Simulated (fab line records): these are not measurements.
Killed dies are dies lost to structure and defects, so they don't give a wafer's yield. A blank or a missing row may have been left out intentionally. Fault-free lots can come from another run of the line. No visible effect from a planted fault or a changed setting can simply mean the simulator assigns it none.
Struck lot and sound lot, side by side -- flow nand_harc -- 36 steps out of a route of 1302
Sound: wafers L901.3, L901.4, L901.6. The struck wafers were L907.1, L907.3, L907.6. The cause is named last.
At each step with rows: each side's tool, then ch and its chambers, then its first start. Under that, the readings that differ: sound wafers -- struck wafers -- difference of the means -- sigmas: that difference in standard deviations of wafers without a fault.
alike: readings whose means differ by less than 2 such deviations, and words and numbers that are the same on both sides. not compared: withheld readings, readings that some wafer has no value for, bounds like >300 that may hide the same value, and numbers for which the record gives no deviation and whose values overlap.
A row with sigmas, a row that says differs or no value, or rows on one side alone: a step with any of these is where the two part. Non-overlapping numbers with no deviation appear without sigmas and do not part them. A reading missing from all wafers of one side parts the sides only when that side holds two or more wafers.

first, 1 step without rows for these wafers: NHARC_A_WL_FILL_ALD_10 (deposits SiO2, target thk 50 nm, pulse time 10 s, ald cycles 500).
NHARC_A_WL_FILL_ETCHBACK_16: etches the open film in C4F8/O2/Ar, target depth 120 nm, time 24 s.
  sound: rie_diel-05 ch 2,3; struck: rie_diel-02 ch 1,2,3
reading,sound,struck,difference,sigmas
oes_product_au (a.u.),0.99 1.03 0.99,0.92 0.93 0.92,-0.08,-3
  alike: rf_vpp_V
  not compared: rf_hours_counter_h
then, 1 step without rows for these wafers: NHARC_A_WL_FILL_STRIP_29 (strips in O2, time 20 s).
NHARC_A_WL_FILL_ETCHBACK_17: etches the open film in Cl2/BCl3, target depth 4 nm, time 26.7 s.
  sound on rie_metal-01 ch 0,1, day 21 04:12; struck on rie_metal-01 ch 0, day 23 19:40
  alike: drypump_motor_current_A, oes_product_au
  not compared: rf_hours_counter_h
then, 7 steps without rows for these wafers: NHARC_A_WL_FILL_PRECLEAN_18 (cleans in dHF, time 30 s); NHARC_A_WL_FILL_SRD_21; NHARC_A_WL_FILL_CVD_23 (deposits poly-Si, target thk 40 nm, time 800 s); NHARC_A_WL_FILL_ETCHBACK_26 (etches the open film in HBr, target depth 52 nm, time 13.3 s); NHARC_A_WL_FILL_PRECLEAN_30 (cleans in dHF, time 10 s); NHARC_A_WL_FILL_SRD_14; NHARC_A_WL_FILL_ALD_19 (deposits TiN, target thk 2 nm, pulse time 3 s, ald cycles 100).
NHARC_A_WL_FILL_CVD_20: deposits W, target thk 100 nm, time 74 s.
  sound on cvd_w-01 ch 0,1, day 21 09:54; struck on cvd_w-02 ch 1, day 24 01:34
  alike: heater_power_w, throttle_valve_pct
NHARC_A_WL_FILL_CMP_12: polishes, t overpolish 30 s, target thk 100 nm.
  sound on cmp-01 ch 0,2,3, day 21 10:05; struck on cmp-02 ch 1,2, day 24 01:43
  alike: motor_current_A, overpolish_run_s, slurry_filter_dp_kPa, time_to_endpoint_s
following that, these wafers have no rows for 1 step: NHARC_A_WL_FILL_SRD_31.
NHARC_A_CONTACT_DEP_24: deposits SiO2, target thk 500 nm.
  sound on pecvd-02 ch 1,2, day 21 10:34; struck on pecvd-01 ch 0,1, day 24 02:16
reading,sound,struck,difference,sigmas
throttle_valve_pct (%),16.3 17.0 16.4,15.6 15.2 15.9,-1.0,-2
  alike: heater_power_w, showerhead_vpp_V
then, 12 steps without rows for these wafers: NHARC_A_CONTACT_DEP_28 (deposits aC, target thk 7000 nm); NHARC_A_CONTACT_DEP_29 (deposits SiON, target thk 100 nm); NHARC_A_CONTACT_DEHYDRATE_32 (time 120 s); NHARC_A_CONTACT_HMDS_33 (time 30 s); NHARC_A_CONTACT_COAT_34 (time 75 s); NHARC_A_CONTACT_COAT_35 (time 65 s); NHARC_A_CONTACT_COAT_36 (resist thk 90 nm); NHARC_A_CONTACT_SOFTBAKE_37 (time 55 s); NHARC_A_CONTACT_EBR_38; NHARC_A_CONTACT_EXPOSE_39 (exposes mask A CC 3); NHARC_A_CONTACT_PEB_40 (peb time 65 s); NHARC_A_CONTACT_DEVELOP_41 (develop time 35 s).
NHARC_A_CONTACT_CD_MEAS_42: the cd target is 300 nm.
  sound on cd_sem-01 ch 0, day 21 21:56; struck on cd_sem-01 ch 0, day 24 09:25
  alike: cd_nm
NHARC_A_CONTACT_OVL_MEAS_43:
  sound: overlay-02 at day 21 22:01; struck: overlay-02 at day 24 09:30
  alike: overlay_x_nm, overlay_y_nm
NHARC_A_CONTACT_DESCUM_47: chemistry O2, time 3 s.
  sound on rie_diel-06 ch 2,3, day 21 22:07; struck on rie_diel-06 ch 0,2, day 24 09:36
  alike: drypump_motor_current_A, o2_flow_sccm, oes_product_au, rf_vpp_V, showerhead_plenum_p_Torr, throttle_valve_pct
  not compared: rf_hours_counter_h
then, 5 steps without rows for these wafers: NHARC_A_CONTACT_ETCH_48 (etches the open film in CF4, target depth 39 nm, time 65 s); NHARC_A_CONTACT_ETCH_49 (etches the open film in N2/H2, target depth 260 nm, time 475.3 s); NHARC_A_CONTACT_ETCH_50 (etches the open film in CF4/CHF3, target depth 121 nm, time 60.5 s); NHARC_A_CONTACT_ETCH_51 (etches the open film in O2/COS, target depth 7000 nm, time 1820 s); NHARC_A_CONTACT_ETCH_111 (etches the open film in C4F8/O2/Ar, time 140 s, target depth 700 nm).
-- break in the record here, with 3 days between the starts of the struck wafers on either side (left off in module A_CONTACT, picked up again in module END, where the first step shown is number 1302 on the route) --
NHARC_END_SORT_01:
  only the struck wafers appear in the record here, on prober-01 ch 0 at day 27 15:26; the sound ones have no rows

== WHERE THEY PART ==
Earliest at NHARC_A_WL_FILL_ETCHBACK_16; latest, in this record, at NHARC_END_SORT_01.

WHY: the cause the simulator had injected
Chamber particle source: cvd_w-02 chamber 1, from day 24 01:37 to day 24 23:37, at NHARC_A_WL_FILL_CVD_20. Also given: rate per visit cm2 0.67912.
